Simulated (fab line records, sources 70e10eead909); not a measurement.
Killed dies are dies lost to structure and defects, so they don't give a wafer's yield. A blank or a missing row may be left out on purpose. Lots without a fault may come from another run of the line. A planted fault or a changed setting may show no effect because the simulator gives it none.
Which tool did it? | flow nand_harc | 24 lots, 72 wafers sampled, at 5 steps of a route of 1159

WHAT THE GAUGES READ, wafer by wafer
NHARC_P_STI_CD_MEAS_16. Usual: cd_nm 199.2 nm, standard deviation 2.2.
lot  | measured    | on        | cd_nm (nm)        | flag
L074 | day 2 13:23 | cd_sem-03 | 197.0 194.4 196.3 |
L075 | day 2 21:57 | cd_sem-02 | 200.8 195.8 197.7 |
L076 | day 2 22:07 | cd_sem-01 | 199.1 199.4 200.6 |
L078 | day 3 09:54 | cd_sem-01 | 197.1 198.2 197.9 |
L077 | day 3 10:05 | cd_sem-03 | 199.1 199.6 201.0 |
L079 | day 3 17:46 | cd_sem-02 | 199.7 196.9 201.3 |
L080 | day 3 23:38 | cd_sem-02 | 200.8 200.7 201.2 |
L081 | day 4 05:47 | cd_sem-03 | 197.8 200.4 200.3 |
L082 | day 4 18:04 | cd_sem-01 | 197.5 197.2 198.3 |
L083 | day 4 18:06 | cd_sem-03 | 203.0 199.4 201.5 |
L084 | day 4 23:46 | cd_sem-02 | 199.4 198.5 200.3 |
L085 | day 5 05:45 | cd_sem-02 | 195.9 197.4 197.7 |
L086 | day 5 13:19 | cd_sem-01 | 200.5 199.9 204.3 |
L087 | day 5 17:41 | cd_sem-03 | 203.8 202.3 205.8 |
L088 | day 6 00:13 | cd_sem-02 | 201.7 199.3 202.7 |
L089 | day 6 06:52 | cd_sem-03 | 197.0 198.7 196.9 |
L090 | day 6 12:55 | cd_sem-01 | 197.0 199.3 202.7 |
L091 | day 6 18:07 | cd_sem-01 | 200.0 195.9 200.1 |
L092 | day 6 23:28 | cd_sem-02 | 195.6 201.4 202.3 |
L093 | day 7 07:29 | cd_sem-02 | 201.7 199.3 199.2 |
L094 | day 7 11:46 | cd_sem-02 | 199.0 199.4 199.6 |
L095 | day 7 17:47 | cd_sem-03 | 197.9 201.3 197.3 |
L096 | day 7 23:47 | cd_sem-01 | 198.8 193.4 198.3 |
L097 | day 8 05:41 | cd_sem-03 | 200.5 199.9 201.1 |

NHARC_P_STI_OCD_MEAS_17. Usual: trench_depth_nm 300 nm, standard deviation 4.6; trench_foot_cd_nm 157.9 nm, standard deviation 2.2.
lot  | measured    | on     | trench_depth_nm (nm) | trench_foot_cd_nm (nm) | flag
L074 | day 2 13:28 | ocd-01 | 310 303 303          | 154.1 154.1 154.0      |
L075 | day 2 22:02 | ocd-01 | 302 308 301          | 158.3 153.5 156.7      |
L076 | day 2 22:12 | ocd-02 | 291 302 297          | 159.3 156.7 159.9      |
L078 | day 3 09:59 | ocd-02 | 299 306 296          | 156.0 156.0 157.1      |
L077 | day 3 10:10 | ocd-01 | 295 293 295          | 159.2 159.6 160.3      |
L079 | day 3 17:52 | ocd-01 | 300 297 298          | 158.6 156.4 159.5      |
L080 | day 3 23:43 | ocd-02 | 299 306 306          | 157.9 156.4 158.0      |
L081 | day 4 05:52 | ocd-01 | 298 295 296          | 156.0 158.6 159.1      |
L082 | day 4 18:09 | ocd-01 | 300 300 306          | 157.4 156.7 155.7      |
L083 | day 4 18:12 | ocd-02 | 294 297 298          | 162.5 157.3 159.1      |
L084 | day 4 23:52 | ocd-01 | 296 305 298          | 157.8 155.0 159.1      |
L085 | day 5 05:50 | ocd-01 | 302 308 305          | 153.1 153.4 153.1      |
L086 | day 5 13:24 | ocd-02 | 301 299 307          | 159.7 158.9 161.3      |
L087 | day 5 17:46 | ocd-01 | 295 299 300          | 161.8 160.5 163.6      |
L088 | day 6 00:19 | ocd-02 | 302 301 304          | 160.3 157.1 160.1      |
L089 | day 6 06:57 | ocd-02 | 306 309 303          | 156.3 154.9 156.7      |
L090 | day 6 13:01 | ocd-01 | 296 292 294          | 156.9 159.9 160.9      |
L091 | day 6 18:11 | ocd-02 | 305 297 305          | 158.6 155.8 157.3      |
L092 | day 6 23:34 | ocd-01 | 298 300 297          | 155.6 159.3 160.5      |
L093 | day 7 07:35 | ocd-01 | 297 296 293          | 161.0 159.8 158.7      |
L094 | day 7 11:52 | ocd-01 | 293 297 298          | 159.5 157.6 158.4      |
L095 | day 7 17:53 | ocd-02 | 292 302 296          | 158.7 159.2 158.2      |
L096 | day 7 23:52 | ocd-01 | 296 295 302          | 158.9 153.7 157.6      |
L097 | day 8 05:47 | ocd-01 | 305 306 299          | 158.6 158.4 157.9      |

NHARC_P_STI_INSPECT_25. Usual: raw_defect_count 236, standard deviation 92.
lot  | measured    | on                | raw_defect_count | flag
L074 | day 3 19:16 | defect_inspect-01 | 141 164 95       |
L075 | day 4 05:04 | defect_inspect-01 | 280 319 351      |
L076 | day 4 05:04 | defect_inspect-02 | 270 197 229      |
L078 | day 4 18:34 | defect_inspect-01 | 190 109 153      |
L077 | day 4 18:35 | defect_inspect-02 | 232 419 704      |
L079 | day 4 22:24 | defect_inspect-02 | 252 200 258      |
L080 | day 4 22:24 | defect_inspect-01 | 207 409 242      |
L081 | day 5 12:20 | defect_inspect-01 | 408 302 330      |
L082 | day 5 22:13 | defect_inspect-02 | 118 150 154      |
L083 | day 5 22:13 | defect_inspect-01 | 124 119 116      |
L084 | day 6 08:34 | defect_inspect-01 | 319 204 209      |
L085 | day 6 08:35 | defect_inspect-01 | 285 347 219      |
L086 | day 7 00:04 | defect_inspect-01 | 170 196 257      |
L087 | day 7 00:03 | defect_inspect-02 | 223 261 128      |
L088 | day 7 06:04 | defect_inspect-02 | 246 296 196      |
L089 | day 7 12:14 | defect_inspect-01 | 152 125 138      |
L090 | day 7 19:37 | defect_inspect-01 | 211 181 296      |
L091 | day 7 19:37 | defect_inspect-02 | 196 174 174      |
L092 | day 7 19:37 | defect_inspect-01 | 163 124 284      |
L093 | day 8 10:53 | defect_inspect-01 | 544 205 339      |
L094 | day 8 10:53 | defect_inspect-02 | 373 269 294      |
L095 | day 8 21:46 | defect_inspect-02 | 202 241 149      |
L096 | day 9 03:20 | defect_inspect-02 | 193 221 193      |
L097 | day 9 14:34 | defect_inspect-01 | 221 106 185      |

NHARC_P_M0_INSPECT_27. Usual: raw_defect_count 321, standard deviation 130.
lot  | measured     | on                | raw_defect_count | flag
L074 | day 6 07:18  | defect_inspect-02 | 270 180 413      |
L075 | day 6 13:12  | defect_inspect-01 | 264 300 406      |
L076 | day 6 13:45  | defect_inspect-01 | 401 309 245      |
L078 | day 7 00:43  | defect_inspect-01 | 167 343 321      |
L077 | day 7 00:12  | defect_inspect-01 | 529 530 294      |
L079 | day 7 06:08  | defect_inspect-02 | 254 250 308      |
L080 | day 7 05:37  | defect_inspect-01 | 546 418 250      |
L081 | day 7 22:37  | defect_inspect-01 | 393 567 441      |
L082 | day 8 01:43  | defect_inspect-02 | 267 125 299      |
L083 | day 8 02:41  | defect_inspect-01 | 347 385 246      |
L084 | day 8 16:35  | defect_inspect-02 | 464 271 338      |
L085 | day 8 17:27  | defect_inspect-01 | 172 210 292      |
L086 | day 9 08:39  | defect_inspect-02 | 610 482 228      |
L087 | day 9 02:28  | defect_inspect-01 | 493 396 399      |
L088 | day 9 16:42  | defect_inspect-02 | 434 501 435      |
L089 | day 9 19:16  | defect_inspect-01 | 316 664 459      |
L090 | day 10 04:29 | defect_inspect-02 | 308 194 605      |
L091 | day 10 05:09 | defect_inspect-01 | 256 169 336      |
L092 | day 10 04:58 | defect_inspect-02 | 344 258 194      |
L093 | day 10 17:09 | defect_inspect-01 | 415 399 317      |
L094 | day 10 15:50 | defect_inspect-01 | 260 129 238      |
L095 | day 11 00:16 | defect_inspect-02 | 239 158 332      |
L096 | day 11 10:07 | defect_inspect-01 | 301 299 314      |
L097 | day 12 00:09 | defect_inspect-02 | 156 129 520      |

WHICH TOOL RAN EACH LOT (tool, then ch and the chambers of the sampled wafers, then the start)
lot  | NHARC_P_GATE_RTA_80
L074 | rtp_anneal-01 ch 0, day 5 15:25
L075 | rtp_anneal-02 ch 0, day 5 21:42
L076 | rtp_anneal-01 ch 0, day 5 22:28
L078 | rtp_anneal-01 ch 0, day 6 13:25
L077 | rtp_anneal-02 ch 0, day 6 12:37
L079 | rtp_anneal-02 ch 0, day 6 19:30
L080 | rtp_anneal-01 ch 0, day 6 19:07
L081 | rtp_anneal-02 ch 0, day 7 08:10
L082 | rtp_anneal-02 ch 0, day 7 15:50
L083 | rtp_anneal-02 ch 0, day 7 16:22
L084 | rtp_anneal-02 ch 0, day 8 04:01
L085 | rtp_anneal-02 ch 0, day 8 05:40
L086 | rtp_anneal-02 ch 0, day 8 20:07
L087 | rtp_anneal-02 ch 0, day 8 16:50
L088 | rtp_anneal-02 ch 0, day 9 03:16
L089 | rtp_anneal-01 ch 0, day 9 06:37
L090 | rtp_anneal-02 ch 0, day 9 14:35
L091 | rtp_anneal-01 ch 0, day 9 14:46
L092 | rtp_anneal-02 ch 0, day 9 13:40
L093 | rtp_anneal-01 ch 0, day 10 04:30
L094 | rtp_anneal-02 ch 0, day 10 04:04
L095 | rtp_anneal-02 ch 0, day 10 14:50
L096 | rtp_anneal-01 ch 0, day 10 22:11
L097 | rtp_anneal-02 ch 0, day 11 12:19
- NHARC_P_GATE_RTA_80: time 30 s.

WHAT THE TOOLS THEMSELVES READ (means of the sampled wafers that have a number; where no wafer has one, the mark that the record gives instead)
NHARC_P_GATE_RTA_80. Usual: lamp_power_pct 2.03 %, standard deviation 0.034; lamp_zone_3_pct 2.03 %, standard deviation 0.033; wafer_temp_C_max 301.6, standard deviation 0.42.
lot  | tool          | lamp_power_pct (%) | lamp_zone_3_pct (%) | wafer_temp_C_max | flag
L074 | rtp_anneal-01 | 1.98               | 1.98                | 302.1            |
L075 | rtp_anneal-02 | 2.06               | 2.05                | 301.8            |
L076 | rtp_anneal-01 | 1.98               | 1.98                | 302.2            |
L078 | rtp_anneal-01 | 1.99               | 1.99                | 301.9            |
L077 | rtp_anneal-02 | 2.06               | 2.06                | 301.5            |
L079 | rtp_anneal-02 | 2.06               | 2.05                | 301.4            |
L080 | rtp_anneal-01 | 1.98               | 1.98                | 302.3            |
L081 | rtp_anneal-02 | 2.05               | 2.05                | 301.4            |
L082 | rtp_anneal-02 | 2.06               | 2.05                | 301.5            |
L083 | rtp_anneal-02 | 2.06               | 2.05                | 301.2            |
L084 | rtp_anneal-02 | 2.06               | 2.06                | 301.3            |
L085 | rtp_anneal-02 | 2.05               | 2.05                | 301.1            |
L086 | rtp_anneal-02 | 2.06               | 2.06                | 301.6            |
L087 | rtp_anneal-02 | 2.05               | 2.05                | 301.4            |
L088 | rtp_anneal-02 | 2.06               | 2.06                | 301.6            |
L089 | rtp_anneal-01 | 1.98               | 1.98                | 301.8            |
L090 | rtp_anneal-02 | 2.06               | 2.06                | 301.8            |
L091 | rtp_anneal-01 | 1.98               | 1.98                | 301.7            |
L092 | rtp_anneal-02 | 2.05               | 2.05                | 301.7            |
L093 | rtp_anneal-01 | 1.99               | 1.99                | 301.8            |
L094 | rtp_anneal-02 | 2.05               | 2.05                | 301.6            |
L095 | rtp_anneal-02 | 2.05               | 2.05                | 301.5            |
L096 | rtp_anneal-01 | 1.98               | 1.98                | 301.8            |
L097 | rtp_anneal-02 | 2.05               | 2.05                | 301.6            |

THE ANSWER, worked out from the rows above alone
Rule: a lot is off if the mean of its wafers that have a number lies more than 3 standard deviations from the usual mean. A lot without any number at a reading at which 4 lots or more have one is off too. The other lots that the step has rows for count as sound. The gauges are gone through in route order, then the tools' own readings, and for those a lot's mean is taken as printed above. The first step at which some lot is off is used, and at that step the reading that is off furthest; a lot without a number counts as furthest.
No lot is off at any reading shown: from this, nothing can be told.

WHAT THE SIMULATOR HAD PUT IN
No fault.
